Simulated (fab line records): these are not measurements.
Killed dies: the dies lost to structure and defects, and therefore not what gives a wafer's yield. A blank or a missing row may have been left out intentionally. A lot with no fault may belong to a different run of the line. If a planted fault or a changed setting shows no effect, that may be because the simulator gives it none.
fab line records    flow nandHarc
record: lots: 13  wafers: 39  lastDay: 24
route steps=1159 shown A_SGD_CUT@772 A_SLIT@779
lots untouched by any fault: they come from a run of this same line in which no faults occurred
startH: start of the lot's first displayed wafer, in hours after the record's first day    waitH: how many hours have passed since the lot's step before this one    " same as the row above    L1.1+2: a single row standing in for several wafers    - value missing, or start not given    * or withheld: withheld    < > ~ a bound
route shown NAME@n: a module of which the file shows steps, and the number in the route of the first    usual: the fault-free wafers' mean and standard deviation    same: alike in all rows    chamber/n: place in a boat    sites: per-site readings    _std_site: the values' standard deviation    _edge_site: inner sites' mean taken away from outer sites' mean    radiusMm: how far each site lies from the wafer's centre    mask NAME#n: copy n    behind: tool/chamber where the wafer was last shaped    hold: cause of the lot's hold/its duration in hours/its outcome    device: the n, p or np transistor that did not switch    end of line: at the end of the route, the tests of the same wafers    a step with no rows: only its recipe    killed: not the wafer's yield, but the dies lost to structure and defects at the first sort    map: a wafer's dies, x killed, . not, _ none there
set.NAME: the setting that was run; set.NAME@STEP: the one run at that earlier step    model.NAME: the simulator's own value behind a step, which no gauge read
a sample of lots followed through the steps of the route, with each step as a table and each wafer as a row
services: when a tool's chamber went out of use (startH, in hours from the record's first day, below 0 if earlier), for how many hours, and the reason
== steps ==
step: NHARC_A_SGD_CUT_CMP_21
recipe: targetThkNm: 148.19
usual: motorCurrentA: 12.6/1.2  retainingRingPressureFrac: 1.000/0.0053  timeToEndpointS: 49/3.2
lot.wafer  tool    chamber  startH  waitH  motorCurrentA  retainingRingPressureFrac  timeToEndpointS
L162.1     cmp-04  0        320.62  0.4    12.1           0.997                      49
L162.2     "       1        "       "      11.6           1.003                      51
L162.4     "       2        "       "      14.3           1.005                      51
L163.1     cmp-03  0        320.65  0.4    11.9           0.999                      46
L163.4     "       1        "       "      12.8           1.006                      50
L163.6     "       3        "       "      12.3           1.004                      49
L166.4     cmp-01  1        333.13  0.4    13.7           1.005                      50
L166.2     "       0        "       "      11.0           1.005                      46
L166.6     "       1        "       "      12.9           0.991                      52
L167.4     cmp-04  2        333.16  0.4    14.6           0.999                      46
L167.3     "       3        "       "      13.4           1.004                      48
L167.5     "       2        "       "      14.9           1.000                      45
L164.1     cmp-01  3        333.28  0.5    12.9           0.998                      52
L164.4     "       2        "       "      12.2           1.001                      49
L164.6     "       3        "       "      13.7           0.997                      53
L168.4     cmp-04  0        344.36  0.4    12.0           0.996                      46
L168.3     "       2        "       "      13.6           0.995                      44
L168.6     "       1        "       "      11.0           1.008                      47
L172.1     cmp-01  0        375.40  0.4    11.1           0.996                      48
L172.4     "       3        "       "      12.8           0.991                      50
L172.5     "       1        "       "      12.7           1.006                      54
L173.2     cmp-04  2        375.45  0.4    14.8           1.000                      48
L173.4     "       3        "       "      13.9           0.993                      51
L173.6     "       0        "       "      11.8           1.000                      48
L175.2     cmp-04  1        389.20  0.4    11.1           1.003                      48
L175.6     "       2        "       "      14.5           1.008                      43
L175.5     "       3        "       "      12.8           1.002                      49
L177.1     cmp-04  0        406.97  0.4    12.0           0.994                      47
L177.4     "       3        "       "      14.7           1.000                      52
L177.5     "       1        "       "      12.0           1.000                      52
L178.1     cmp-01  0        406.99  0.4    10.8           1.005                      46
L178.2     "       1        "       "      13.8           1.010                      52
L178.5     "       0        "       "      10.5           1.004                      47
L180.3     cmp-04  1        422.51  0.5    10.3           0.984                      49
L180.4     "       2        "       "      14.1           1.004                      47
L180.6     "       1        "       "      11.6           0.989                      51
L185.3     cmp-01  2        453.97  0.4    11.8           1.001                      50
L185.5     "       0        "       "      11.0           1.011                      48
L185.6     "       1        "       "      13.2           0.997                      50
step: NHARC_A_SLIT_DEP_25
recipe: targetThkA: 2000  tempC: 400  pressureTorr: 6.5  rfW: 900  teosFlowSccm: 161.4  flowSccm: 2650  targetThkNm: 200  gas: O2  material: SiO2
usual: heaterPowerW: 517/58  throttleValvePct: 15.9/0.59
lot.wafer  tool      chamber  startH  waitH  heaterPowerW  sinceWetCleanH  throttleValvePct
L163.1     pecvd-02  1        321.45  0.1    522           155             16.6
L163.6     "         2        "       "      459           -               16.5
L163.4     "         0        "       "      544           -               15.7
L162.1     pecvd-04  0        321.46  0.1    450           113             16.2
L162.2     "         2        "       "      521           113             16.9
L162.4     "         2        "       "      557           -               17.2
L166.2     pecvd-02  1        333.99  0.1    515           168             16.9
L166.6     "         0        "       "      533           -               16.0
L166.4     "         1        "       "      527           -               16.4
L164.1     pecvd-01  0        334.33  0.3    644           84              14.8
L164.4     "         1        "       "      599           -               16.1
L164.6     "         1        "       "      605           -               16.4
L167.3     pecvd-04  1        334.43  0.1    546           126             16.2
L167.4     "         1        "       "      553           -               16.4
L167.5     "         2        "       "      481           -               17.0
L168.4     pecvd-01  0        345.27  0.2    497           -               14.7
L168.3     "         1        "       "      615           -               16.1
L168.6     "         1        "       "      642           -               16.3
L173.2     pecvd-01  1        376.26  0.1    541           126             16.2
L173.6     "         2        "       "      509           -               15.0
L173.4     "         1        "       "      564           -               16.3
L172.1     pecvd-02  0        376.43  0.3    561           29              15.4
L172.5     "         1        "       "      473           -               15.9
L172.4     "         2        "       "      546           -               15.9
L175.2     pecvd-04  1        389.99  0.1    590           1               15.8
L175.5     "         0        "       "      477           -               15.7
L175.6     "         1        "       "      578           -               15.4
L178.2     pecvd-02  2        407.77  0.1    473           61              16.1
L178.1     "         1        "       "      466           61              16.1
L178.5     "         2        "       "      485           -               15.8
L177.1     pecvd-04  0        407.84  0.1    423           19              15.8
L177.5     "         2        "       "      526           -               17.3
L177.4     "         0        "       "      430           -               15.6
L180.3     pecvd-02  0        423.47  0.2    432           76              16.0
L180.6     "         1        "       "      534           -               15.8
L180.4     "         2        "       "      468           -               16.0
L185.3     pecvd-02  0        454.74  0.1    427           108             15.8
L185.6     "         2        "       "      506           -               15.8
L185.5     "         0        "       "      465           -               16.1
step: NHARC_A_SLIT_ETCH_24
recipe: targetDepthA: 1210  timeS: 60.5  cf4FlowSccm: 100  chf3FlowSccm: 30  arFlowSccm: 0  rfW: 500  biasW: 200  chemistry: CF4/CHF3
usual: cf4FlowSccm: 100.0/0.31  drypumpMotorCurrentA: 5.7/0.49  oesProductAu: 0.961/0.02  rfVppV: 370.2/2  showerheadPlenumPTorr: 1.56/0.049  throttleValvePct: 16.802/0.0083
lot.wafer  tool        chamber  startH  waitH  cf4FlowSccm  drypumpMotorCurrentA  oesProductAu  rfHoursCounterH  rfVppV  showerheadPlenumPTorr  throttleValvePct
L163.1     rieDiel-03  1        325.11  0.1    99.7         5.9                   0.962         5                369.7   1.48                   16.804
L163.4     "           3        "       "      100.2        5.7                   0.960         6                368.6   1.53                   16.792
L163.6     "           2        "       "      100.7        5.0                   0.967         -                367.8   1.47                   16.812
L162.4     rieDiel-01  3        325.40  0.1    99.8         5.6                   0.954         0                369.4   1.53                   16.800
L162.2     "           0        "       "      99.8         5.2                   0.981         0                372.0   1.60                   16.804
L162.1     "           2        "       "      100.3        6.6                   0.949         0                370.1   1.57                   16.810
L166.2     rieDiel-10  0        337.05  0.1    99.4         5.4                   0.939         11               369.8   1.56                   16.799
L166.4     "           1        "       "      100.3        5.2                   0.944         9                375.1   1.67                   16.809
L166.6     "           0        "       "      99.4         5.4                   0.921         -                370.9   1.56                   16.795
L167.3     rieDiel-03  0        337.68  0.1    99.9         5.3                   0.982         6                371.1   1.59                   16.808
L167.4     "           1        "       "      100.1        5.9                   0.987         6                366.6   1.48                   16.801
L167.5     "           1        "       "      99.9         5.9                   0.977         -                367.0   1.48                   16.800
L164.1     rieDiel-10  0        339.24  0.1    100.1        5.4                   0.926         11               371.1   1.56                   16.810
L164.4     "           2        "       "      99.7         5.8                   0.926         11               370.1   1.59                   16.793
L164.6     "           3        "       "      100.4        6.3                   0.927         -                371.0   1.57                   16.799
L168.3     rieDiel-01  3        348.93  0.1    99.6         5.5                   0.929         2                368.4   1.53                   16.797
L168.4     "           1        "       "      100.0        5.5                   0.914         2                368.7   1.51                   16.806
L168.6     "           2        "       "      100.5        6.6                   0.916         -                370.0   1.57                   16.818
L173.4     rieDiel-10  0        381.90  0.1    100.2        5.4                   0.971         1                370.9   1.56                   16.807
L173.2     "           1        "       "      99.6         5.1                   0.984         1                374.4   1.67                   16.790
L173.6     "           3        "       "      100.0        6.3                   0.950         -                369.5   1.57                   16.799
L172.1     rieDiel-01  1        382.44  0.1    100.1        5.5                   0.951         5                368.4   1.51                   16.804
L172.4     "           1        "       "      100.6        5.5                   0.948         -                368.9   1.51                   16.809
L172.5     "           2        "       "      100.0        6.6                   0.950         -                369.2   1.57                   16.823
L175.2     rieDiel-10  0        393.28  0.1    99.7         5.4                   0.963         2                370.0   1.56                   16.808
L175.5     "           3        "       "      99.8         6.3                   0.952         -                370.8   1.57                   16.797
L175.6     "           0        "       "      100.4        5.4                   0.959         -                370.0   1.56                   16.798
L178.2     rieDiel-01  1        411.20  0.1    100.2        5.5                   0.971         7                368.5   1.51                   16.785
L178.1     "           2        "       "      100.2        6.6                   0.979         7                370.5   1.57                   16.799
L178.5     "           0        "       "      99.9         5.1                   0.963         -                372.2   1.60                   16.809
L177.4     rieDiel-10  3        411.50  0.5    100.2        6.3                   0.922         3                370.3   1.57                   16.793
L177.1     "           1        "       "      100.4        5.1                   0.923         3                375.8   1.67                   16.810
L177.5     "           0        "       "      100.4        5.4                   0.929         -                371.2   1.56                   16.818
L180.4     rieDiel-01  3        429.30  0.1    100.0        5.5                   0.958         8                366.8   1.53                   16.799
L180.3     "           0        "       "      100.1        5.2                   0.958         8                370.6   1.60                   16.806
L180.6     "           0        "       "      99.7         5.2                   0.967         -                372.3   1.60                   16.788
L185.3     rieDiel-01  3        457.84  0.1    100.0        5.5                   0.991         11               371.3   1.53                   16.802
L185.6     "           2        "       "      100.2        6.6                   0.953         -                370.5   1.57                   16.802
L185.5     "           3        "       "      100.3        5.6                   0.977         -                368.2   1.53                   16.816
step: NHARC_A_SLIT_ETCH_29
recipe: targetDepthA: 1000  overetchA: 100  timeS: 55  ionEnergyEv: 100  cf4FlowSccm: 80  o2FlowSccm: 20  arFlowSccm: 0  rfW: 300  biasW: 100  chemistry: CF4/O2
usual: cf4FlowSccm: 80.00/0.25  drypumpMotorCurrentA: 5.6/0.46  oesProductAu: 1.001/0.01  rfVppV: 197.3/1.2  showerheadPlenumPTorr: 1.31/0.043  throttleValvePct: 13.398/0.0086
lot.wafer  tool        chamber  startH  waitH  cf4FlowSccm  drypumpMotorCurrentA  oesProductAu  rfHoursCounterH  rfVppV  showerheadPlenumPTorr  throttleValvePct
L163.4     rieDiel-01  2        329.39  0.1    79.91        6.6                   0.994         0.4              196.8   1.34                   13.398
L163.1     "           3        "       "      80.08        5.5                   1.003         0.4              197.1   1.30                   13.402
L163.6     "           1        "       "      79.83        5.5                   0.989         -                195.9   1.28                   13.412
L162.4     rieDiel-03  0        329.94  0.1    80.02        5.3                   0.997         6.2              197.7   1.35                   13.397
L162.1     "           1        "       "      80.04        5.9                   0.999         5.8              196.2   1.25                   13.375
L162.2     "           2        "       "      79.92        5.0                   1.002         6.7              196.4   1.25                   13.399
L166.2     rieDiel-03  1        339.85  0.1    80.37        5.9                   0.990         6.4              195.2   1.25                   13.404
L166.4     "           3        "       "      80.44        5.7                   0.995         7.3              198.0   1.30                   13.393
L166.6     "           1        "       "      80.06        5.9                   1.000         -                196.5   1.25                   13.406
L167.4     rieDiel-01  2        340.48  0.1    80.05        6.5                   0.993         1.0              198.7   1.33                   13.394
L167.3     "           3        "       "      79.60        5.5                   0.993         1.2              197.0   1.30                   13.382
L167.5     "           1        "       "      79.76        5.5                   0.994         -                196.8   1.28                   13.401
L164.1     rieDiel-01  1        342.03  0.1    80.63        5.5                   0.997         1.5              197.3   1.28                   13.394
L164.4     "           0        "       "      79.82        5.2                   1.004         1.7              197.6   1.36                   13.392
L164.6     "           1        "       "      80.37        5.5                   0.994         -                195.5   1.28                   13.398
L168.4     rieDiel-03  1        351.69  0.1    79.86        5.9                   0.998         7.4              196.0   1.25                   13.396
L168.3     "           0        "       "      79.70        5.3                   1.014         7.7              198.5   1.35                   13.401
L168.6     "           1        "       "      79.60        5.9                   1.011         -                195.7   1.25                   13.394
L173.2     rieDiel-01  0        386.91  0.1    79.99        5.2                   1.010         6.0              199.0   1.36                   13.410
L173.4     "           2        "       "      79.73        6.6                   0.991         5.4              197.0   1.33                   13.387
L173.6     "           0        "       "      80.31        5.2                   1.010         -                198.2   1.36                   13.399
L172.4     rieDiel-01  3        388.55  0.1    80.33        5.5                   1.008         6.0              197.2   1.30                   13.394
L172.1     "           1        "       "      80.15        5.5                   1.004         5.9              196.1   1.28                   13.418
L172.5     "           3        "       "      79.98        5.5                   1.013         -                197.1   1.30                   13.403
L175.2     rieDiel-01  1        396.10  0.1    79.78        5.5                   0.992         6.8              197.0   1.28                   13.395
L175.5     "           3        "       "      80.27        5.6                   1.015         -                196.8   1.30                   13.392
L175.6     "           1        "       "      79.96        5.5                   1.007         -                196.0   1.28                   13.390
L178.2     rieDiel-01  0        414.05  0.1    80.04        5.1                   0.913         8.1              198.7   1.36                   13.397
L178.1     "           2        "       "      80.42        6.6                   0.910         7.4              198.5   1.33                   13.410
L178.5     "           0        "       "      79.89        5.2                   1.017         -                197.2   1.36                   13.387
L177.1     rieDiel-10  2        414.29  0.1    79.90        5.9                   1.004         2.7              198.2   1.35                   13.404
L177.4     "           1        "       "      80.02        5.2                   1.005         3.5              199.1   1.42                   13.388
L177.5     "           2        "       "      80.25        5.8                   0.995         -                198.5   1.35                   13.399
L180.3     rieDiel-03  2        432.07  0.1    79.80        5.0                   0.986         1.4              195.2   1.25                   13.396
L180.4     "           1        "       "      79.67        5.9                   1.010         1.4              195.0   1.25                   13.388
L180.6     "           2        "       "      79.95        5.0                   0.977         -                197.7   1.25                   13.403
L185.3     rieDiel-03  1        460.64  0.1    79.99        5.9                   1.017         4.4              195.9   1.25                   13.405
L185.5     "           0        "       "      80.04        5.3                   0.998         -                197.6   1.35                   13.408
L185.6     "           1        "       "      79.90        5.9                   1.011         -                195.4   1.25                   13.390
== services ==
tool        chamber  startH  hours  kind
cmp-03      -        297.63  3.4    repair
cmp-04      -        301.08  4.0    pm
rieDiel-01  0        304.14  4.4    repair
rieDiel-10  1        308.08  15.5   repair
rieDiel-01  -        314.80  9.0    pm
cmp-01      -        318.82  2.1    repair
pecvd-01    2        328.29  33.3   repair
rieDiel-10  -        329.36  0.2    repair
pecvd-02    -        330.81  2.6    repair
pecvd-02    -        334.15  13.0   pm
rieDiel-10  -        353.50  9.0    pm
cmp-04      -        359.58  0.8    repair
rieDiel-10  1        370.58  2.2    repair
rieDiel-10  2        371.28  6.9    repair
pecvd-04    -        371.89  0.5    repair
cmp-01      -        375.75  4.0    pm
pecvd-04    -        376.11  13.0   pm
rieDiel-01  3        382.26  3.8    repair
rieDiel-03  -        392.30  9.0    pm
rieDiel-01  0        395.84  10.0   repair
rieDiel-01  -        399.08  0.2    repair
cmp-04      -        399.08  4.0    pm
rieDiel-03  3        411.44  4.4    repair
pecvd-01    -        418.47  13.0   pm
== key ==
firstSign: step: NHARC_A_SLIT_ETCH_29  reading: oesProductAu  direction: down  sigmas: 8.8  usual: 1.001  struck: 0.912
effect none on later readings
metAt NHARC_A_SLIT_ETCH_29
struckLots L178
struckWafers L178.1,L178.2
laterRowsLeftOut L178.1,L178.2
sortLeftOut L178.1,L178.2
testerLeftOut L178
notActingAt NHARC_A_SGD_CUT_CMP_21,NHARC_A_SLIT_DEP_25,NHARC_A_SLIT_ETCH_24
onsetBetween 396.10 414.05
fault: kind: processParameterDrift  tool: rieDiel-01  chamber: -  onsetH: 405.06  steps: NHARC_A_SLIT_ETCH_29  channel: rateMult  offset: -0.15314  shape: step  endH: 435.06  scope: struckWafersOnly
testerLeftOut: of these lots the tester's yield and bins aren't shown, on N5 and GAA mostly nor the transistor test; their killed dies are dies lost to structure and defects alone, not to doping, threshold or leakage, so they don't give the yield
sortLeftOut: the simulated sort isn't trusted on such a fault, so these wafers' sort isn't shown, and their yield isn't known
laterRowsLeftOut: the simulator's readings of these wafers behind a module that went badly wrong aren't trusted and aren't shown, but for the sort
